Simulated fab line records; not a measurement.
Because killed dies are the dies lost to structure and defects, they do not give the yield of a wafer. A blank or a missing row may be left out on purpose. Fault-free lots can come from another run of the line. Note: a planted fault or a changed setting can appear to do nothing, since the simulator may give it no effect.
fab line records    flow nand-harc
[record] lots = 13  wafers = 39  last-day = 30
route steps=1302 shown A_WL_FILL@977 A_CONTACT@998
lots that met no fault: from a run of the same line without faults
start-h: the number of hours between the record's first day and the start of the first shown wafer of the lot    wait-h: hours elapsed since this lot's preceding step    " the same as in the row above    L1.1+2: one row covering several wafers at once    - no value, or no start given    * or withheld: withheld    < > ~ a bound
route shown NAME@n: a module of which the file shows steps, and the number in the route of the first    usual: mean and standard deviation over wafers with no fault    same: alike in all rows    chamber/n: place in a boat    sites: the reading at each site    _std_site: their standard deviation    _edge_site: mean of outer sites minus mean of inner sites    radius-mm: for every site, how far away it sits from the centre of the wafer    mask NAME#n: copy n    behind: the most recent tool/chamber to have shaped the wafer    hold: reason for holding the lot/hours on hold/outcome of the hold    device: transistor that didn't switch, given as n, p or np    end of line: the route-end tests of the same wafers    a step given without rows: its recipe and nothing more    killed: the dies lost at the first sort to structure and to defects; this is not the yield of the wafer    map: a wafer's dies, x killed, . not, _ none there
set.NAME: setting as actually run; set.NAME@STEP: the setting as run at that earlier step    model.NAME: the simulator's own value behind a step, which no gauge read
one table for each step of the route and one row for each wafer, over a sample of lots
services: from which hour (start-h, from the record's first day; less than 0 if before it) a tool's chamber was out of use, for how many hours, and why
[[steps]]
[step NHARC_A_WL_FILL_CMP_12]
[recipe] t-overpolish-s = 30  target-thk-nm = 100
[usual] motor-current-A = 12.8/1.4  overpolish-run-s = 29.999/0.0094  retaining-ring-pressure-frac = 1.000/0.0052  time-to-endpoint-s = 20.6/1.9
[same] t-overpolish-s = 30
lot.wafer  tool    chamber  start-h  wait-h  motor-current-A  overpolish-run-s  retaining-ring-pressure-frac  time-to-endpoint-s
L758.4     cmp-01  0        484.79   0.1     16.3             30.007            1.000                         21.8
L758.6     "       3        "        "       13.3             29.986            0.993                         22.7
L758.5     "       0        "        "       15.6             29.995            1.001                         19.4
L760.2     cmp-02  2        494.58   0.2     13.1             29.998            0.999                         19.8
L760.4     "       3        "        "       11.7             30.011            0.992                         21.8
L760.5     "       0        "        "       10.7             30.009            1.002                         22.3
L763.1     cmp-03  1        519.96   0.2     11.6             29.993            0.998                         18.7
L763.4     "       2        "        "       14.0             30.001            1.004                         17.6
L763.2     "       3        "        "       12.4             29.994            1.003                         17.0
L761.2     cmp-02  1        520.03   0.2     12.1             29.996            1.010                         22.7
L761.1     "       2        "        "       13.1             29.978            1.005                         19.0
L761.3     "       3        "        "       12.1             30.019            0.997                         20.8
L762.3     cmp-01  1        527.40   0.1     11.7             30.003            0.989                         18.2
L762.1     "       3        "        "       13.7             30.002            1.000                         19.7
L762.4     "       0        "        "       16.7             30.001            1.006                         18.0
L764.1     cmp-03  1        527.57   0.2     10.4             30.002            0.997                         19.0
L764.3     "       2        "        "       14.0             29.998            1.002                         19.6
L764.5     "       0        "        "       12.1             29.998            0.998                         18.8
L765.3     cmp-01  3        550.84   0.1     13.5             29.996            0.997                         18.9
L765.1     "       0        "        "       15.5             30.002            1.003                         16.3
L765.4     "       2        "        "       11.4             30.004            1.002                         16.4
L766.1     cmp-02  2        550.98   0.1     13.2             29.994            1.002                         25.0
L766.3     "       1        "        "       12.0             30.006            1.003                         20.7
L766.6     "       2        "        "       13.4             29.987            1.006                         23.3
L767.1     cmp-02  0        570.09   0.1     11.8             30.014            1.002                         19.4
L767.4     "       3        "        "       12.1             29.995            1.000                         19.2
L767.6     "       1        "        "       12.5             30.003            0.995                         18.7
L768.2     cmp-01  0        585.16   0.2     16.4             30.020            1.001                         22.4
L768.5     "       2        "        "       12.4             29.986            0.999                         21.1
L768.6     "       3        "        "       12.7             30.023            1.001                         20.8
L770.3     cmp-01  2        602.68   0.1     11.9             30.003            0.990                         18.7
L770.4     "       3        "        "       13.5             29.996            0.997                         16.0
L770.6     "       1        "        "       11.4             30.011            1.002                         17.9
L771.2     cmp-03  0        612.37   0.1     11.9             29.997            0.998                         22.5
L771.6     "       0        "        "       12.2             30.008            1.001                         22.5
L771.5     "       1        "        "       11.7             30.009            1.000                         19.9
L774.3     cmp-02  1        649.66   0.1     12.5             29.993            0.993                         19.2
L774.4     "       3        "        "       12.1             30.014            1.006                         20.1
L774.6     "       0        "        "       11.9             30.002            1.011                         21.9
[step NHARC_A_CONTACT_OVL_MEAS_43]
[usual] overlay-x-nm = -0.3/0.89  overlay-y-nm = -0.1/1
lot.wafer  tool        chamber  start-h  wait-h  overlay-x-nm  overlay-y-nm
L758.4     overlay-01  -        495.71   -       0.1           -0.2
L758.5     "           -        "        "       -0.3          -0.6
L758.6     "           -        "        "       -0.6          -0.1
L760.2     overlay-02  -        501.48   -       0.9           0.5
L760.4     "           -        "        "       0.5           0.6
L760.5     "           -        "        "       0.8           0.8
L763.1     overlay-02  -        526.23   -       -0.8          -1.1
L763.2     "           -        "        "       -0.7          -0.6
L763.4     "           -        "        "       -1.0          -0.9
L761.1     overlay-01  -        526.82   -       0.7           0.1
L761.2     "           -        "        "       1.0           -0.2
L761.3     "           -        "        "       0.6           -0.3
L762.1     overlay-01  -        533.72   -       -2.2          -0.9
L762.3     "           -        "        "       -2.0          -0.5
L762.4     "           -        "        "       -2.6          -0.4
L764.1     overlay-02  -        533.74   -       0.9           0.4
L764.3     "           -        "        "       0.7           0.3
L764.5     "           -        "        "       0.2           0.1
L765.1     overlay-01  -        558.08   -       -0.7          -0.3
L765.3     "           -        "        "       -0.1          0.2
L765.4     "           -        "        "       0.0           0.3
L766.1     overlay-01  -        558.81   -       0.4           0.3
L766.3     "           -        "        "       0.5           -0.2
L766.6     "           -        "        "       0.7           0.6
L767.1     overlay-01  -        576.24   -       -0.5          0.6
L767.4     "           -        "        "       -0.4          0.4
L767.6     "           -        "        "       -0.6          0.2
L768.2     overlay-01  -        591.92   -       0.6           2.1
L768.5     "           -        "        "       0.7           2.2
L768.6     "           -        "        "       0.7           1.9
L770.3     overlay-01  -        608.82   -       0.2           0.3
L770.4     "           -        "        "       0.6           0.2
L770.6     "           -        "        "       0.2           0.4
L771.2     overlay-01  -        620.74   -       0.9           0.6
L771.5     "           -        "        "       1.2           0.6
L771.6     "           -        "        "       0.7           0.8
L774.3     overlay-02  -        655.83   -       -1.1          0.2
L774.4     "           -        "        "       -1.5          1.1
L774.6     "           -        "        "       -1.4          1.1
[step NHARC_A_CONTACT_DESCUM_47]
[recipe] time-s = 3  o2-flow-sccm = 200  ar-flow-sccm = 0  bias-power-w = 0  chemistry = O2
[usual] drypump-motor-current-A = 5.8/0.32  oes-product-au = 1.001/0.0082  rf-vpp-V = 57.8/0.89  showerhead-plenum-p-Torr = 1.93/0.085  throttle-valve-pct = 11.313/0.0097
[same] time-s = 3
lot.wafer  tool         chamber  start-h  wait-h  drypump-motor-current-A  oes-product-au  rf-hours-counter-h  rf-vpp-V  showerhead-plenum-p-Torr  throttle-valve-pct
L758.4     rie-diel-08  0        495.80   0.1     6.0                      0.999           19                  59.0      1.98                      11.303
L758.6     "            0        "        "       6.0                      1.007           -                   57.8      1.98                      11.306
L758.5     "            1        "        "       6.1                      0.995           -                   56.5      1.84                      11.327
L760.2     rie-diel-08  3        501.58   0.1     5.8                      1.006           21                  57.1      2.00                      11.317
L760.4     "            2        "        "       5.6                      1.002           19                  56.8      2.01                      11.327
L760.5     "            3        "        "       5.9                      1.000           -                   58.0      2.00                      11.322
L763.1     rie-diel-09  0        526.32   0.1     6.0                      1.007           3                   57.0      1.78                      11.316
L763.2     "            1        "        "       4.7                      1.022           3                   57.9      1.92                      11.322
L763.4     "            2        "        "       6.1                      1.000           3                   58.1      2.06                      11.317
L761.3     rie-diel-08  1        526.93   0.1     6.1                      0.998           26                  57.0      1.84                      11.294
L761.1     "            2        "        "       5.6                      1.003           24                  56.9      2.01                      11.300
L761.2     "            3        "        "       5.8                      1.004           26                  58.9      2.00                      11.319
L762.3     rie-diel-08  1        533.81   0.1     6.1                      1.009           27                  58.7      1.84                      11.323
L762.1     "            2        "        "       5.6                      1.008           26                  57.8      2.01                      11.305
L762.4     "            3        "        "       5.8                      1.004           27                  56.3      2.00                      11.317
L764.1     rie-diel-01  2        533.84   0.1     5.7                      1.024           41                  58.8      2.04                      11.326
L764.3     "            3        "        "       5.9                      1.009           49                  57.1      1.80                      11.312
L764.5     "            3        "        "       5.9                      0.999           -                   57.3      1.80                      11.318
L765.4     rie-diel-08  2        558.18   0.1     5.6                      0.998           0                   57.4      2.00                      11.310
L765.3     "            0        "        "       6.0                      0.984           0                   59.2      1.97                      11.308
L765.1     "            1        "        "       6.1                      0.996           0                   58.3      1.84                      11.305
L766.3     rie-diel-09  1        558.90   0.1     4.7                      1.000           16                  58.5      1.92                      11.302
L766.1     "            0        "        "       6.0                      0.992           16                  56.8      1.78                      11.315
L766.6     "            1        "        "       4.7                      0.999           -                   58.6      1.92                      11.323
L767.1     rie-diel-01  2        576.34   0.1     5.8                      0.994           2                   58.7      2.04                      11.316
L767.4     "            1        "        "       5.4                      0.983           2                   58.0      1.90                      11.308
L767.6     "            2        "        "       5.7                      0.993           -                   58.1      2.04                      11.313
L768.2     rie-diel-08  2        592.04   0.1     5.6                      0.998           5                   58.1      2.00                      11.314
L768.6     "            3        "        "       5.8                      0.998           -                   56.7      2.00                      11.315
L768.5     "            0        "        "       6.0                      0.994           -                   58.1      1.97                      11.314
L770.4     rie-diel-08  1        608.92   0.1     6.1                      1.003           8                   57.1      1.83                      11.308
L770.3     "            0        "        "       6.0                      0.985           9                   58.0      1.97                      11.311
L770.6     "            2        "        "       5.6                      0.995           -                   57.1      2.00                      11.324
L771.2     rie-diel-08  3        620.84   0.1     5.8                      0.997           10                  57.8      2.00                      11.319
L771.5     "            2        "        "       5.6                      0.995           -                   57.0      2.00                      11.307
L771.6     "            3        "        "       5.8                      1.000           -                   58.2      2.00                      11.324
L774.3     rie-diel-08  3        655.93   0.1     5.8                      1.005           14                  56.8      1.99                      11.307
L774.4     "            2        "        "       5.6                      0.993           14                  56.8      2.00                      11.291
L774.6     "            0        "        "       6.0                      0.998           -                   58.8      1.97                      11.318
[step NHARC_A_CONTACT_ETCH_48]
[recipe] target-depth-a = 390  over-etch-frac = 0.3  time-s = 65  ion-energy-ev = 80  cf4-flow-sccm = 150  ar-flow-sccm = 0  rf-w = 300  bias-w = 100  chemistry = CF4
[usual] drypump-motor-current-A = 5.8/0.32  oes-product-au = 0.999/0.008  rf-vpp-V = 151.4/1.2  run-length-s = 86.34/0.29  showerhead-plenum-p-Torr = 1.78/0.072  throttle-valve-pct = 13.285/0.0097
[same] over-etch-frac = 0.3
lot.wafer  tool         chamber  start-h  wait-h  drypump-motor-current-A  oes-product-au  rf-hours-counter-h  rf-vpp-V  run-length-s  showerhead-plenum-p-Torr  throttle-valve-pct
L758.4     rie-diel-08  1        495.89   0.1     6.1                      0.998           20                  150.8     85.97         1.71                      13.276
L758.6     "            0        "        "       6.0                      1.001           -                   151.1     86.51         1.82                      13.280
L758.5     "            1        "        "       6.1                      0.995           -                   150.5     86.31         1.71                      13.293
L760.2     rie-diel-08  3        501.83   0.2     5.8                      1.005           22                  152.1     86.32         1.85                      13.278
L760.4     "            1        "        "       6.1                      1.002           21                  150.7     86.20         1.70                      13.295
L760.5     "            3        "        "       5.8                      1.009           -                   153.4     86.38         1.85                      13.296
L763.1     rie-diel-09  1        526.41   0.1     4.7                      1.009           3                   150.8     86.77         1.78                      13.305
L763.2     "            2        "        "       6.1                      0.994           3                   151.3     86.16         1.89                      13.276
L763.4     "            3        "        "       6.5                      1.004           3                   151.1     86.01         1.77                      13.278
L761.2     rie-diel-08  3        527.00   0.1     5.8                      1.010           26                  151.6     86.59         1.84                      13.279
L761.1     "            0        "        "       6.0                      1.004           25                  152.0     85.97         1.82                      13.290
L761.3     "            2        "        "       5.6                      1.000           24                  151.5     86.14         1.85                      13.298
L762.3     rie-diel-08  1        533.90   0.1     6.1                      0.988           27                  150.1     86.47         1.70                      13.278
L762.1     "            2        "        "       5.6                      0.994           26                  153.0     86.29         1.85                      13.273
L762.4     "            0        "        "       6.0                      0.992           26                  150.8     86.52         1.82                      13.276
L764.3     rie-diel-01  3        533.93   0.1     5.8                      1.015           49                  148.4     86.27         1.67                      13.303
L764.1     "            1        "        "       5.4                      1.010           49                  150.8     86.46         1.76                      13.303
L764.5     "            0        "        "       5.4                      1.005           -                   150.8     86.91         1.72                      13.295
L765.4     rie-diel-08  1        558.26   0.1     6.1                      1.004           0                   151.4     86.03         1.70                      13.293
L765.1     "            2        "        "       5.6                      0.988           0                   153.0     86.44         1.85                      13.280
L765.3     "            0        "        "       6.0                      0.992           0                   150.5     86.06         1.82                      13.283
L766.1     rie-diel-09  0        559.01   0.1     6.0                      1.011           16                  149.7     86.38         1.65                      13.283
L766.3     "            1        "        "       4.7                      0.991           16                  150.0     87.10         1.77                      13.278
L766.6     "            0        "        "       6.0                      0.998           -                   149.7     86.21         1.65                      13.290
L767.4     rie-diel-01  1        576.42   0.1     5.5                      0.985           2                   152.1     86.35         1.75                      13.286
L767.1     "            3        "        "       5.8                      0.995           1                   149.2     86.85         1.67                      13.291
L767.6     "            1        "        "       5.4                      0.986           -                   151.0     86.61         1.75                      13.289
L768.2     rie-diel-08  1        592.12   0.1     6.1                      1.012           5                   151.1     86.85         1.70                      13.288
L768.5     "            2        "        "       5.6                      0.988           -                   153.3     86.15         1.85                      13.273
L768.6     "            3        "        "       5.8                      1.001           -                   151.3     86.50         1.84                      13.305
L770.3     rie-diel-08  2        609.01   0.1     5.6                      0.989           7                   152.7     86.56         1.84                      13.275
L770.4     "            0        "        "       6.0                      0.991           9                   150.3     86.13         1.82                      13.280
L770.6     "            1        "        "       6.1                      1.000           -                   149.8     86.30         1.70                      13.289
L771.2     rie-diel-08  0        620.94   0.1     6.0                      0.980           11                  151.3     85.84         1.82                      13.295
L771.5     "            1        "        "       6.1                      0.999           -                   150.7     85.94         1.70                      13.277
L771.6     "            2        "        "       5.6                      0.987           -                   153.9     86.59         1.84                      13.273
L774.3     rie-diel-08  3        656.02   0.1     5.8                      1.006           14                  151.3     86.47         1.84                      13.294
L774.4     "            0        "        "       6.0                      1.008           15                  150.8     69.92         1.81                      13.285
L774.6     "            0        "        "       6.0                      0.998           -                   151.9     70.18         1.81                      13.269
[[services]]
tool         chamber  start-h  hours  kind
cmp-03       -        466.03   0.3    repair
rie-diel-08  0        476.14   -      clean
rie-diel-08  1        476.14   -      clean
rie-diel-08  2        476.14   -      clean
rie-diel-08  3        476.14   -      clean
rie-diel-01  3        476.54   5.0    repair
cmp-01       -        479.64   4.0    pm
rie-diel-01  2        484.32   20.3   repair
rie-diel-09  -        499.71   9.0    pm
rie-diel-08  0        500.64   -      clean
cmp-02       -        511.17   1.7    repair
cmp-02       -        520.25   0.9    repair
cmp-02       -        526.50   4.0    pm
rie-diel-08  -        546.12   9.0    pm
cmp-01       -        546.28   0.2    repair
cmp-03       -        554.00   4.0    pm
rie-diel-01  -        561.14   9.0    pm
cmp-03       -        564.07   9.3    repair
cmp-01       -        577.64   4.0    pm
cmp-02       -        583.45   1.9    repair
rie-diel-01  3        618.65   3.9    repair
cmp-02       -        624.50   4.0    pm
rie-diel-08  2        650.03   5.1    repair
cmp-03       -        652.00   4.0    pm
[[key]]
[first-sign] step = NHARC_A_CONTACT_ETCH_48  reading = run-length-s  direction = down  sigmas = 56  usual = *  struck = *
effect none on later readings
met-at NHARC_A_CONTACT_ETCH_48
struck-lots L774
struck-wafers L774.4,L774.6
sort-left-out L774.4,L774.6
tester-left-out L774
not-acting-at NHARC_A_WL_FILL_CMP_12,NHARC_A_CONTACT_OVL_MEAS_43,NHARC_A_CONTACT_DESCUM_47
onset-between 620.94 656.02
[fault] kind = process-parameter-drift  tool = rie-diel-08  chamber = 0  onset-h = 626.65  steps = NHARC_A_CONTACT_ETCH_48  channel = time-s  offset = *  shape = step  end-h = 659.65  acts-in = *  stated = *
// tester-left-out: of these lots the tester's yield and bins aren't shown, on N5 and GAA mostly nor the transistor test; their killed dies are dies lost to structure and defects alone, not to doping, threshold or leakage, so they don't give the yield
// sort-left-out: the simulated sort isn't trusted on such a fault, so these wafers' sort isn't shown, and their yield isn't known
